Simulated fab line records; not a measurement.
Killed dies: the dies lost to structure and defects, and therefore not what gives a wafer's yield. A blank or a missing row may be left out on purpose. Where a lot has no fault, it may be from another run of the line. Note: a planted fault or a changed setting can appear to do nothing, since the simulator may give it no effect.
fab line records	flow n5Finfet
record lots=5	wafers=15	lastDay=19
route steps=1938 shown SDB@371 DUMMY_REMOVAL@377 HKMG_FIN@385
lots that met no fault: from a run of the same line without faults
startH: the number of hours between the record's first day and the start of the first shown wafer of the lot	waitH: time in hours since the lot's previous step	" identical to the entry in the row above	L1.1+2: several wafers, shown together as one row	- value missing, or start not given	* or withheld: withheld	< > ~ a bound
route shown NAME@n: a module of which the file shows steps, and the number in the route of the first	usual: mean/standard deviation taken from wafers without a fault	same: alike in all rows	chamber/n: place in a boat	sites: readings site by site	_std_site: the standard deviation of these	_edge_site: the outer-site mean with the inner-site mean subtracted	radiusMm: how far each site lies from the wafer's centre	mask NAME#n: copy n	behind: the most recent tool/chamber to have shaped the wafer	hold: what put the lot on hold/how long, in hours/how the hold closed	device: transistor that didn't switch, given as n, p or np	end of line: at the end of the route, the tests of the same wafers	a step given without rows: its recipe and nothing more	killed: at the first sort, the dies lost to defects and structure; wafer yield is something else	map: a wafer's dies, marking killed ones x, the rest . and places with no die _
set.NAME: the run value of the setting; set.NAME@STEP: its run value at that earlier step	model.NAME: the simulator's own value behind a step, which no gauge read
lots seen at some steps along the route; tables by step, rows by wafer
services: from which hour (startH, from the record's first day; less than 0 if before it) a tool's chamber was out of use, for how many hours, and why
## steps
# step N5_SDB_PRECLEAN_39
# recipe chemistry=O3/DIW	timeS=45	tempC=22	o3Ppm=10
# usual bathHeatDutyPct=2.3/0.4
lot.wafer	tool	chamber	startH	waitH	bathHeatDutyPct
L078.2	wetBench-02	5	92.97	0.0	1.8
L078.5	"	7	"	"	2.2
L078.6	"	4	"	"	2.0
L081.2	wetBench-02	0	112.59	0.0	2.7
L081.5	"	6	"	"	2.8
L081.6	"	1	"	"	2.4
L083.1	wetBench-04	1	124.52	0.0	2.6
L083.3	"	7	"	"	2.7
L083.5	"	6	"	"	2.5
L088.2	wetBench-02	2	155.23	0.0	2.1
L088.4	"	3	"	"	1.7
L088.5	"	4	"	"	1.4
L096.1	wetBench-02	7	206.86	0.0	3.1
L096.3	"	4	"	"	2.1
L096.6	"	0	"	"	2.3
# step N5_SDB_SRD_28
# recipe dry=ipaMarangoni	timeS=30	tempC=23	rinseLiquid=diw
# usual bathHeatDutyPct=3.5/0.52
lot.wafer	tool	chamber	startH	waitH	bathHeatDutyPct
L078.2	wetBench-02	5	92.98	0.0	3.5
L078.5	"	7	"	"	3.9
L078.6	"	4	"	"	2.5
L081.2	wetBench-02	0	112.60	0.0	3.4
L081.5	"	6	"	"	3.7
L081.6	"	1	"	"	4.3
L083.1	wetBench-04	1	124.54	0.0	4.1
L083.3	"	7	"	"	2.5
L083.5	"	6	"	"	3.4
L088.2	wetBench-02	2	155.24	0.0	3.2
L088.4	"	3	"	"	3.3
L088.5	"	4	"	"	2.5
L096.1	wetBench-02	7	206.87	0.0	3.8
L096.3	"	4	"	"	3.2
L096.6	"	0	"	"	3.6
# step N5_SDB_ALD_29
# recipe material=SiNx	targetThkA=300	tempC=400	aldPrecursorFamily=SiH2I2	aldCoReactant=N2/H2-plasma	pulseTimeS=1	aldCycles=600	purgeTimeS=2	coReactantPurgeTimeS=2	pressureTorr=2
# usual heaterPowerW=857/66	precursorPulseHeightRel=0.999/0.018
lot.wafer	tool	chamber	startH	waitH	heaterPowerW	precursorPulseHeightRel
L078.2	aldSin-02	3	93.42	0.4	867	1.028
L078.5	"	2	94.77	1.8	814	0.968
L078.6	"	1	"	"	813	1.003
L081.2	aldSin-02	0	112.64	0.0	787	1.003
L081.5	"	0	114.00	1.4	802	1.008
L081.6	"	3	"	"	875	0.988
L083.1	aldSin-03	2	124.59	0.0	857	1.000
L083.3	"	3	"	"	880	1.061
L083.5	"	3	125.94	1.4	902	0.977
L088.2	aldSin-02	2	155.40	0.1	831	1.012
L088.4	"	0	"	"	807	0.985
L088.5	"	1	156.75	1.5	814	0.997
L096.1	aldSin-04	3	206.92	0.0	909	0.982
L096.3	"	2	"	"	1007	1.023
L096.6	"	0	208.27	1.4	740	0.969
# step N5_SDB_CMP_30
# recipe stopOn=poly-Si	tOverpolishS=1.54	postCmpClean=alkalineBrush	downForcePsi=4.1491	platenRpm=51.796	padVelocityMS=1.0306	targetThkNm=30
# usual motorCurrentA=12.6/1.1	overpolishRunS=1.539/0.009	platenRpm=51.79/0.037	timeToEndpointS=17.8/2
lot.wafer	tool	chamber	startH	waitH	motorCurrentA	overpolishRunS	platenRpm	timeToEndpointS
L078.2	cmp-02	3	96.23	1.5	14.8	1.544	51.79	19.6
L078.6	"	1	"	"	13.0	1.532	51.81	16.6
L078.5	"	2	"	"	12.9	1.543	51.74	19.9
L081.2	cmp-02	1	115.42	1.4	12.9	1.552	51.83	16.8
L081.5	"	0	"	"	12.1	1.542	51.85	20.6
L081.6	"	1	"	"	14.0	1.535	51.79	20.0
L083.1	cmp-03	0	127.32	1.4	12.3	1.530	51.78	19.9
L083.3	"	2	"	"	11.6	1.531	51.84	16.8
L083.5	"	0	"	"	12.5	1.542	51.74	20.2
L088.2	cmp-03	1	158.13	1.4	11.9	1.548	51.75	19.7
L088.4	"	0	"	"	11.9	1.536	51.83	23.0
L088.5	"	1	"	"	12.4	1.549	51.77	19.3
L096.1	cmp-04	0	209.69	1.4	11.8	1.542	51.69	16.4
L096.3	"	1	"	"	13.5	1.527	51.80	13.4
L096.6	"	0	"	"	11.6	1.547	51.81	18.6
# step N5_SDB_THK_MEAS_31
# recipe reads=a-Si_of_DUMMY_GATE_CVD_03
# usual SDB_THK=64.2/1.3
lot.wafer	tool	chamber	startH	waitH	SDB_THK[nm]
L078.2	filmMetro-01	-	96.45	-	62.3
L078.5	"	-	"	"	61.6
L078.6	"	-	"	"	62.0
L081.2	filmMetro-02	-	115.67	-	66.2
L081.5	"	-	"	"	64.8
L081.6	"	-	"	"	65.1
L083.1	filmMetro-02	-	127.61	-	63.9
L083.3	"	-	"	"	64.4
L083.5	"	-	"	"	63.7
L088.2	filmMetro-02	-	158.43	-	65.2
L088.4	"	-	"	"	61.7
L088.5	"	-	"	"	64.1
L096.1	filmMetro-02	-	209.94	-	63.4
L096.3	"	-	"	"	62.2
L096.6	"	-	"	"	65.4
# step N5_SDB_INSPECT_36
# recipe inspectInstrument=darkfield	mode=postCmp
# usual rawDefectCount=38/19
lot.wafer	tool	chamber	startH	waitH	rawDefectCount
L078.2	defectInspect-01	-	96.48	0.0	24
L078.5	"	-	"	"	23
L078.6	"	-	"	"	31
L081.2	defectInspect-01	-	115.70	0.0	14
L081.5	"	-	"	"	24
L081.6	"	-	"	"	35
L083.1	defectInspect-01	-	127.64	0.0	24
L083.3	"	-	"	"	33
L083.5	"	-	"	"	24
L088.2	defectInspect-02	-	158.45	0.0	102
L088.4	"	-	"	"	35
L088.5	"	-	"	"	33
L096.1	defectInspect-02	-	209.97	0.0	60
L096.3	"	-	"	"	21
L096.6	"	-	"	"	57
# step N5_DUMMY_REMOVAL_HM_STRIP_01
# recipe chemistry=CH3F/O2	material=SiNx	targetDepthA=40	stopOn=poly-Si	timeS=6.8	overEtchFrac=0.3	ionEnergyEv=60	powerW=410	biasW=29	Ar_flow_sccm=150	CH3F_flow_sccm=30	O2_flow_sccm=20
# usual drypumpMotorCurrentA=5.8/0.47	oesProductAu=0.64/0.071	rfVppV=127.4/1.1	showerheadPlenumPTorr=2.00/0.078	throttleValvePct=16.44/0.21
lot.wafer	tool	chamber	startH	waitH	drypumpMotorCurrentA	oesProductAu	rfHoursCounterH	rfVppV	showerheadPlenumPTorr	throttleValvePct
L078.2	rieDiel-02	0	96.51	0.0	6.1	0.57	223	125.6	2.07	16.16
L078.5	"	2	"	"	5.3	0.67	-	128.5	1.94	16.30
L078.6	"	0	"	"	6.1	0.57	-	128.5	2.07	16.15
L081.2	rieDiel-02	0	115.76	0.1	6.1	0.57	229	127.6	2.06	16.17
L081.5	"	0	"	"	6.1	0.57	-	128.8	2.06	16.19
L081.6	"	3	"	"	5.2	0.75	-	128.4	2.04	16.47
L083.1	rieDiel-05	1	127.90	0.3	5.6	0.57	207	129.5	2.07	16.39
L083.3	"	2	"	"	6.0	0.63	124	129.7	2.09	16.69
L083.5	"	1	"	"	5.6	0.57	-	128.4	2.07	16.40
L088.2	rieDiel-05	2	158.49	0.0	6.0	0.62	131	127.6	2.09	16.72
L088.4	"	1	"	"	5.6	0.57	214	129.2	2.07	16.40
L088.5	"	2	"	"	6.0	0.62	-	128.8	2.09	16.72
L096.1	rieDiel-05	2	210.00	0.0	6.0	0.60	149	126.8	2.09	16.75
L096.3	"	0	"	"	5.8	0.79	2	127.7	1.97	16.18
L096.6	"	0	"	"	5.8	0.78	-	127.7	1.97	16.18
# step N5_DUMMY_REMOVAL_STRIP_10
# recipe chemistry=N2/H2	timeS=40	powerW=100	tempC=40	pressureMtorr=100	rfFrequencyHz=6e+07	biasPowerW=3	n2FlowSccm=300	h2FlowSccm=300
# usual drypumpMotorCurrentA=5.9/0.47	n2FlowSccm=300.1/0.87	oesProductAu=0.79/0.092	rfVppV=45.4/0.83	showerheadPlenumPTorr=3.37/0.14	throttleValvePct=12.33/0.19
lot.wafer	tool	chamber	startH	waitH	drypumpMotorCurrentA	n2FlowSccm	oesProductAu	rfHoursCounterH	rfVppV	showerheadPlenumPTorr	throttleValvePct
L078.2	rieDiel-02	0	96.54	0.0	6.2	298.7	0.70	223	45.2	3.48	12.20
L078.5	"	2	"	"	5.3	299.0	0.83	-	44.8	3.27	12.10
L078.6	"	0	"	"	6.1	300.7	0.69	-	46.3	3.48	12.22
L081.2	rieDiel-02	0	115.79	0.0	6.1	301.9	0.70	229	44.5	3.48	12.24
L081.5	"	0	"	"	6.1	301.0	0.70	-	44.7	3.48	12.23
L081.6	"	3	"	"	5.3	300.5	0.95	-	46.7	3.44	12.29
L083.1	rieDiel-05	1	127.93	0.0	5.6	301.1	0.70	207	46.3	3.49	12.44
L083.3	"	2	"	"	6.0	301.2	0.78	124	44.7	3.54	12.59
L083.5	"	1	"	"	5.6	300.8	0.70	-	45.2	3.49	12.44
L088.2	rieDiel-05	2	158.52	0.0	6.0	301.4	0.77	131	47.1	3.54	12.61
L088.4	"	1	"	"	5.7	299.7	0.69	214	45.3	3.49	12.43
L088.5	"	2	"	"	6.0	300.1	0.77	-	44.9	3.54	12.61
L096.1	rieDiel-05	2	210.04	0.0	6.0	301.0	0.75	149	46.1	3.53	12.65
L096.3	"	0	"	"	5.8	300.7	0.99	2	43.8	3.30	11.95
L096.6	"	0	"	"	5.8	299.3	0.99	-	45.2	3.30	11.96
# step N5_DUMMY_REMOVAL_PRECLEAN_07
# recipe chemistry=dHF	timeS=30	tempC=25	dilution=withheld
lot.wafer	tool	chamber	startH	waitH
L078.2+5+6	wetBench-06	0,2,1	96.64	0.1
L081.2+5+6	wetBench-06	1,0,4	115.89	0.1
L083.1+3+5	wetBench-03	2,5,4	128.03	0.1
L088.2+4+5	wetBench-06	7,3,4	158.61	0.1
L096.1+3+6	wetBench-05	5,3,1	210.13	0.1
# step N5_DUMMY_REMOVAL_DUMMY_REMOVE_02
# recipe chemistry=TMAH	tempC=70	target=poly-Si	stopOn=SiO2	targetDepthNm=142	concWtPct=5	timeS=57	dry=ipaMarangoni	rinseTimeS=30	rinseTempC=23
# usual bathHeatDutyPct=13.5/1.5
lot.wafer	tool	chamber	startH	waitH	bathHeatDutyPct
L078.2	wetBench-06	0	96.65	0.0	12.4
L078.5	"	2	"	"	11.9
L078.6	"	1	"	"	15.3
L081.2	wetBench-06	1	115.90	0.0	15.5
L081.5	"	0	"	"	13.4
L081.6	"	4	"	"	13.6
L083.1	wetBench-03	2	128.04	0.0	15.6
L083.3	"	5	"	"	14.3
L083.5	"	4	"	"	11.7
L088.2	wetBench-06	7	158.63	0.0	12.9
L088.4	"	3	"	"	11.4
L088.5	"	4	"	"	13.2
L096.1	wetBench-05	5	210.14	0.0	12.7
L096.3	"	3	"	"	13.5
L096.6	"	1	"	"	15.5
# step N5_DUMMY_REMOVAL_INSPECT_06
# recipe inspectInstrument=brightfield	mode=aei
# usual rawDefectCount=13/5.8
lot.wafer	tool	chamber	startH	waitH	rawDefectCount
L078.2	defectInspect-01	-	96.71	0.0	13
L078.5	"	-	"	"	14
L078.6	"	-	"	"	20
L081.2	defectInspect-01	-	115.96	0.0	13
L081.5	"	-	"	"	11
L081.6	"	-	"	"	18
L083.1	defectInspect-01	-	128.09	0.0	12
L083.3	"	-	"	"	20
L083.5	"	-	"	"	13
L088.2	defectInspect-02	-	158.68	0.0	11
L088.4	"	-	"	"	9
L088.5	"	-	"	"	8
L096.1	defectInspect-02	-	210.20	0.0	16
L096.3	"	-	"	"	11
L096.6	"	-	"	"	10
# step N5_DUMMY_REMOVAL_PRECLEAN_08
# recipe chemistry=NF3:NH3	afsCycles=2	tempC=30	timeS=20	sublimationTempC=180	sublimationTimeS=60	pressureTorr=3	rfPowerW=30
# usual rfPowerW=29.97/0.08
lot.wafer	tool	chamber	startH	waitH	rfPowerW
L078.2	remotePlasma-01	1	96.77	0.1	30.00
L078.5	"	1	"	"	30.04
L078.6	"	1	"	"	29.95
L081.2	remotePlasma-02	0	116.02	0.1	29.94
L081.5	"	0	"	"	30.10
L081.6	"	0	"	"	29.89
L083.1	remotePlasma-02	1	128.13	0.0	30.07
L083.3	"	1	"	"	29.92
L083.5	"	1	"	"	29.94
L088.2	remotePlasma-01	1	158.75	0.1	29.98
L088.4	"	1	"	"	29.99
L088.5	"	1	"	"	30.06
L096.1	remotePlasma-02	1	210.24	0.0	30.01
L096.3	"	1	"	"	30.06
L096.6	"	1	"	"	30.03
# step N5_DUMMY_REMOVAL_PRECLEAN_04
# recipe chemistry=DHF	timeS=37	tempC=25	dilution=500:1
# usual bathHeatDutyPct=6.3/0.75
lot.wafer	tool	chamber	startH	waitH	bathHeatDutyPct
L078.2	wetBench-03	7	96.95	0.2	6.0
L078.5	"	6	"	"	7.4
L078.6	"	1	"	"	5.2
L081.2	wetBench-06	4	116.20	0.2	6.0
L081.5	"	2	"	"	4.9
L081.6	"	5	"	"	6.8
L083.1	wetBench-03	0	128.34	0.2	5.8
L083.3	"	1	"	"	4.6
L083.5	"	6	"	"	7.3
L088.2	wetBench-03	4	158.93	0.2	5.4
L088.4	"	7	"	"	5.5
L088.5	"	6	"	"	7.3
L096.1	wetBench-05	0	210.45	0.2	6.5
L096.3	"	2	"	"	5.8
L096.6	"	7	"	"	6.9
# step N5_DUMMY_REMOVAL_SRD_05
# recipe dry=ipaMarangoni	doPpb=5	timeS=30	tempC=23	rinseLiquid=diw
# usual bathHeatDutyPct=3.6/0.49
lot.wafer	tool	chamber	startH	waitH	bathHeatDutyPct
L078.2	wetBench-03	7	96.97	0.0	3.8
L078.5	"	6	"	"	4.7
L078.6	"	1	"	"	2.4
L081.2	wetBench-06	4	116.21	0.0	3.7
L081.5	"	2	"	"	3.1
L081.6	"	5	"	"	3.1
L083.1	wetBench-03	0	128.35	0.0	3.3
L083.3	"	1	"	"	3.6
L083.5	"	6	"	"	3.8
L088.2	wetBench-03	4	158.94	0.0	3.7
L088.4	"	7	"	"	3.4
L088.5	"	6	"	"	4.0
L096.1	wetBench-05	0	210.46	0.0	4.2
L096.3	"	2	"	"	3.6
L096.6	"	7	"	"	3.8
# step N5_HKMG_FIN_IL_REGROW_00
# recipe material=SiO2	targetThkA=7.5	chemistry=O3	tempC=withheld	timeS=30
lot.wafer	tool	chamber	startH	waitH
L078.2+5+6	aldHk-01	1,3,0	97.01	0.0
L081.2+5+6	aldHk-02	2,1,0	116.26	0.0
L083.1+3+5	aldHk-02	0,3,3	128.40	0.0
L088.2+4+5	aldHk-03	1,0,1	158.99	0.0
L096.1+3+6	aldHk-02	3,1,2	210.51	0.0
# step N5_HKMG_FIN_HK_ALD_01
# recipe material=HfO2	targetThkA=16	tempC=withheld	aldPrecursorFamily=HfCl4	aldCoReactant=H2O	pulseTimeS=3	purgeTimeS=3	coReactantPurgeTimeS=2.5	coReactantPulseTimeS=0.3	aldCycles=30
# usual precursorPulseHeightRel=1.004/0.018
lot.wafer	tool	chamber	startH	waitH	precursorPulseHeightRel
L078.2	aldHk-01	1	97.06	0.0	0.990
L078.5	"	3	"	"	0.998
L078.6	"	0	"	"	1.016
L081.2	aldHk-02	2	116.31	0.0	1.010
L081.5	"	1	"	"	1.016
L081.6	"	0	"	"	0.989
L083.1	aldHk-02	0	128.50	0.1	0.988
L083.3	"	3	"	"	0.987
L083.5	"	3	"	"	1.032
L088.2	aldHk-03	1	159.04	0.0	1.028
L088.4	"	0	"	"	1.001
L088.5	"	1	"	"	0.975
L096.1	aldHk-02	3	210.56	0.0	1.011
L096.3	"	1	"	"	0.986
L096.6	"	2	"	"	0.991
# step N5_HKMG_FIN_HK_ANNEAL_02
# recipe tempC=700	timeS=30	ambient=N2	idleTempC=600	rampUpCPerS=150	rampDownCPerS=60	coolToC=600
# usual lampPowerPct=8.81/0.056	wafer_temp_C_max=703.0/0.65
lot.wafer	tool	chamber	startH	waitH	lampPowerPct	wafer_temp_C_max
L078.2	rtpAnneal-02	0	97.48	0.3	8.80	703.2
L078.5	"	0	"	"	8.91	702.7
L078.6	"	0	"	"	8.73	703.3
L081.2	rtpAnneal-02	0	116.92	0.5	8.89	702.8
L081.5	"	0	"	"	8.84	702.3
L081.6	"	0	"	"	8.84	703.3
L083.1	rtpAnneal-02	0	128.98	0.3	8.77	701.7
L083.3	"	0	"	"	8.79	702.1
L083.5	"	0	"	"	8.80	702.7
L088.2	rtpAnneal-02	0	159.38	0.3	8.78	703.6
L088.4	"	0	"	"	8.74	702.5
L088.5	"	0	"	"	8.74	702.5
L096.1	rtpAnneal-02	0	210.75	0.1	8.75	703.2
L096.3	"	0	"	"	8.81	702.6
L096.6	"	0	"	"	8.73	702.7
# step N5_HKMG_FIN_ALD_74
# recipe material=La2O3	targetThkA=5	tempC=250	aldPrecursorFamily=La-Cp	aldCoReactant=O3	pulseTimeS=6	coReactantPulseTimeS=1	purgeTimeS=3	coReactantPurgeTimeS=3
# usual heaterPowerW=346/29	precursorPulseHeightRel=0.998/0.02
lot.wafer	tool	chamber	startH	waitH	heaterPowerW	precursorPulseHeightRel
L078.2	aldHk-02	1	97.67	0.2	352	0.984
L078.5	"	1	"	"	348	1.010
L078.6	"	0	"	"	368	0.991
L081.2	aldHk-03	1	117.11	0.2	308	1.004
L081.5	"	1	"	"	299	0.989
L081.6	"	2	"	"	370	1.008
L083.1	aldHk-03	2	129.19	0.2	362	1.057
L083.3	"	3	"	"	386	0.998
L083.5	"	2	"	"	361	1.007
L088.2	aldHk-01	3	159.56	0.2	280	1.006
L088.4	"	2	"	"	326	0.972
L088.5	"	0	"	"	310	1.032
L096.1	aldHk-01	0	211.14	0.3	320	0.992
L096.3	"	3	"	"	281	0.996
L096.6	"	2	"	"	339	0.985
# step N5_HKMG_FIN_ALD_75
# recipe material=Al2O3	targetThkA=10	tempC=150	aldPrecursorFamily=TMA	aldCoReactant=H2O	pulseTimeS=withheld	coReactantPulseTimeS=1
# usual heaterPowerW=150/12	precursorPulseHeightRel=1.004/0.021
lot.wafer	tool	chamber	startH	waitH	heaterPowerW	precursorPulseHeightRel
L078.2	aldHk-02	1	97.74	0.0	155	0.974
L078.5	"	1	"	"	150	0.979
L078.6	"	0	"	"	156	0.998
L081.2	aldHk-03	1	117.18	0.0	129	0.989
L081.5	"	1	"	"	132	1.012
L081.6	"	2	"	"	158	1.013
L083.1	aldHk-03	2	129.27	0.0	158	1.025
L083.3	"	3	"	"	166	0.995
L083.5	"	2	"	"	156	1.035
L088.2	aldHk-01	3	159.64	0.0	120	1.004
L088.4	"	2	"	"	144	1.028
L088.5	"	0	"	"	135	0.988
L096.1	aldHk-01	0	211.22	0.0	138	0.964
L096.3	"	3	"	"	121	1.011
L096.6	"	2	"	"	149	1.017
# step N5_HKMG_FIN_COAT_41
# recipe resist=SOC	tempC=250	timeS=60	spinRpm=1500	resistThkNm=300
lot.wafer	tool	chamber	startH	waitH
L078.2+5+6	lithoTrack-02	0	97.84	-
L081.2+5+6	lithoTrack-02	0	117.28	-
L083.1+3+5	lithoTrack-02	0	129.37	-
L088.2+4+5	lithoTrack-02	0	159.74	-
L096.1+3+6	lithoTrack-04	0	211.32	-
# step N5_HKMG_FIN_COAT_42
# recipe resist=SiARC	tempC=220	timeS=60	spinRpm=1500	resistThkNm=35
lot.wafer	tool	chamber	startH	waitH
L078.2+5+6	lithoTrack-02	0	-	-
L081.2+5+6	lithoTrack-02	0	-	-
L083.1+3+5	lithoTrack-02	0	-	-
L088.2+4+5	lithoTrack-02	0	-	-
L096.1+3+6	lithoTrack-04	0	-	-
# step N5_HKMG_FIN_COAT_43
# recipe resist=CAR-ArF	spinRpm=1500	resistThkNm=90
lot.wafer	tool	chamber	startH	waitH
L078.2+5+6	lithoTrack-02	0	-	-
L081.2+5+6	lithoTrack-02	0	-	-
L083.1+3+5	lithoTrack-02	0	-	-
L088.2+4+5	lithoTrack-02	0	-	-
L096.1+3+6	lithoTrack-04	0	-	-
# step N5_HKMG_FIN_EBR_45
# recipe solvent=PGMEA	ebrWidthMm=1.5
lot.wafer	tool	chamber	startH	waitH
L078.2+5+6	lithoTrack-02	0	-	-
L081.2+5+6	lithoTrack-02	0	-	-
L083.1+3+5	lithoTrack-02	0	-	-
L088.2+4+5	lithoTrack-02	0	-	-
L096.1+3+6	lithoTrack-04	0	-	-
# step N5_HKMG_FIN_SOFTBAKE_44
# recipe tempC=110	timeS=60	resist=CAR-ArF
lot.wafer	tool	chamber	startH	waitH
L078.2+5+6	lithoTrack-02	0	-	-
L081.2+5+6	lithoTrack-02	0	-	-
L083.1+3+5	lithoTrack-02	0	-	-
L088.2+4+5	lithoTrack-02	0	-	-
L096.1+3+6	lithoTrack-04	0	-	-
# step N5_HKMG_FIN_EXPOSE_46
# recipe maskId=NDIPOLE	na=1.35	sourceShape=conventional	sigmaOuter=0.8	polarization=unpolarized	doseMj=40
lot.wafer	tool	chamber	startH	waitH	mask
L078.2+5+6	arfiScanner-01	0	97.96	-	NDIPOLE#0
L081.2+5+6	arfiScanner-02	0	117.53	-	NDIPOLE#0
L083.1+3+5	arfiScanner-02	0	129.61	-	NDIPOLE#0
L088.2+4+5	arfiScanner-03	0	159.98	-	NDIPOLE#0
L096.1+3+6	arfiScanner-02	0	211.44	-	NDIPOLE#0
# step N5_HKMG_FIN_PEB_47
# recipe pebTempC=withheld	pebTimeS=60	resist=CAR-ArF
lot.wafer	tool	chamber	startH	waitH
L078.2+5+6	lithoTrack-03	0	98.02	0.0
L081.2+5+6	lithoTrack-04	0	117.58	0.0
L083.1+3+5	lithoTrack-02	0	129.67	0.1
L088.2+4+5	lithoTrack-04	0	160.04	0.0
L096.1+3+6	lithoTrack-03	0	211.49	0.1
# step N5_HKMG_FIN_DEVELOP_48
# recipe developTimeS=30	developer=TMAH	resist=CAR-ArF	rinseLiquid=diw	dry=airSpin	devTempC=23
lot.wafer	tool	chamber	startH	waitH
L078.2+5+6	lithoTrack-03	0	-	-
L081.2+5+6	lithoTrack-04	0	-	-
L083.1+3+5	lithoTrack-02	0	-	-
L088.2+4+5	lithoTrack-04	0	-	-
L096.1+3+6	lithoTrack-03	0	-	-
# step N5_HKMG_FIN_CD_MEAS_49
# recipe targetCdNm=202	landingEnergyEv=500	detector=seInlens	polarity=opening
# usual cdNm=202.0/0.63
# same landingEnergyEv=500
lot.wafer	tool	chamber	startH	waitH	cdNm
L078.2	cdSem-02	0	98.08	-	201.1
L078.5	"	0	"	"	201.2
L078.6	"	0	"	"	201.8
L081.2	cdSem-02	0	117.65	-	203.0
L081.5	"	0	"	"	202.1
L081.6	"	0	"	"	202.8
L083.1	cdSem-03	0	129.73	-	201.3
L083.3	"	0	"	"	201.2
L083.5	"	0	"	"	202.9
L088.2	cdSem-02	0	160.10	-	201.1
L088.4	"	0	"	"	201.4
L088.5	"	0	"	"	201.7
L096.1	cdSem-01	0	211.56	-	201.4
L096.3	"	0	"	"	202.0
L096.6	"	0	"	"	201.3
# step N5_HKMG_FIN_OVL_MEAS_50
# recipe pointsPerWafer=44
# usual NDIPOLE_OVL=0.2/0.73
lot.wafer	tool	chamber	startH	waitH	NDIPOLE_OVL[nm]
L078.2	overlay-01	0	98.11	0.0	0.3
L078.5	"	0	"	"	-0.8
L078.6	"	0	"	"	0.0
L081.2	overlay-01	0	117.68	0.0	0.8
L081.5	"	0	"	"	-0.6
L081.6	"	0	"	"	0.5
L083.1	overlay-01	0	129.77	0.0	0.6
L083.3	"	0	"	"	0.7
L083.5	"	0	"	"	0.5
L088.2	overlay-01	0	160.13	0.0	-0.2
L088.4	"	0	"	"	0.0
L088.5	"	0	"	"	0.3
L096.1	overlay-02	0	211.59	0.0	0.9
L096.3	"	0	"	"	0.0
L096.6	"	0	"	"	0.5
# step N5_HKMG_FIN_INSPECT_61
# recipe mode=adi	inspectInstrument=macro
# usual rawDefectCount=2.0/1.3
lot.wafer	tool	chamber	startH	waitH	rawDefectCount
L078.2	defectInspect-02	-	98.14	0.0	4
L078.5	"	-	"	"	4
L078.6	"	-	"	"	2
L081.2	defectInspect-02	-	117.70	0.0	0
L081.5	"	-	"	"	5
L081.6	"	-	"	"	2
L083.1	defectInspect-01	-	129.79	0.0	4
L083.3	"	-	"	"	1
L083.5	"	-	"	"	2
L088.2	defectInspect-02	-	160.16	0.0	3
L088.4	"	-	"	"	0
L088.5	"	-	"	"	5
L096.1	defectInspect-01	-	211.61	0.0	1
L096.3	"	-	"	"	2
L096.6	"	-	"	"	1
# step N5_HKMG_FIN_DESCUM_53
# recipe chemistry=O2	timeS=7.9	sourcePowerW=50	biasPowerW=20	pressureMtorr=20	rfFrequencyHz=2.712e+07	tempC=40	resist=CAR-ArF	o2FlowSccm=225
# usual drypumpMotorCurrentA=5.8/0.5	oesProductAu=0.76/0.089	rfVppV=242.9/1.3	showerheadPlenumPTorr=2.08/0.069	throttleValvePct=20.46/0.27
lot.wafer	tool	chamber	startH	waitH	drypumpMotorCurrentA	oesProductAu	rfHoursCounterH	rfVppV	showerheadPlenumPTorr	throttleValvePct
L078.2	rieDiel-01	2	98.17	0.0	6.6	0.78	127	242.1	2.03	20.91
L078.5	"	3	"	"	5.9	1.01	-	243.3	2.06	19.98
L078.6	"	2	"	"	6.6	0.78	-	241.0	2.03	20.91
L081.2	rieDiel-03	3	117.75	0.0	6.5	0.73	186	243.4	2.17	20.47
L081.5	"	0	"	"	5.7	0.70	-	241.0	2.00	20.46
L081.6	"	3	"	"	6.5	0.72	-	244.1	2.17	20.46
L083.1	rieDiel-03	2	129.82	0.0	5.3	0.78	104	242.2	2.03	20.09
L083.3	"	1	"	"	5.2	0.70	234	244.7	2.15	20.44
L083.5	"	3	"	"	6.5	0.73	-	245.3	2.17	20.48
L088.2	rieDiel-03	1	160.19	0.0	5.2	0.69	243	244.6	2.15	20.45
L088.4	"	2	"	"	5.3	0.77	113	243.5	2.03	20.11
L088.5	"	3	"	"	6.5	0.72	-	243.1	2.17	20.48
L096.1	rieDiel-04	1	211.66	0.0	6.4	0.94	11	244.5	2.14	20.08
L096.3	"	3	"	"	5.2	0.68	248	242.7	1.97	20.34
L096.6	"	0	"	"	6.0	0.74	-	243.7	2.11	20.94
## services
tool	chamber	startH	hours	kind
wetBench-06	-	71.57	4.0	repair
cmp-02	-	73.30	4.5	pm
arfiScanner-03	-	73.95	1.3	repair
aldSin-02	0	78.91	3.3	repair
cmp-02	-	84.87	1.1	repair
rieDiel-03	3	86.91	5.4	repair
arfiScanner-02	-	92.66	1.0	pm
arfiScanner-02	-	97.12	1.3	pm
wetBench-05	-	109.97	2.0	repair
cmp-02	-	110.86	0.5	repair
arfiScanner-02	-	124.81	0.8	pm
wetBench-06	-	127.30	6.4	repair
wetBench-05	-	132.58	4.4	pm
aldHk-02	-	140.78	2.8	pm
aldHk-01	-	143.93	1.6	repair
rieDiel-02	-	145.67	1.1	repair
cmp-02	-	146.21	7.9	repair
wetBench-06	-	146.66	2.9	repair
wetBench-06	-	159.46	1.9	pm
cmp-03	-	161.38	0.3	repair
cmp-02	-	171.78	1.0	repair
rtpAnneal-02	-	180.63	2.9	pm
cmp-03	-	193.45	7.5	pm
arfiScanner-02	-	194.77	1.0	pm
## key
fault none
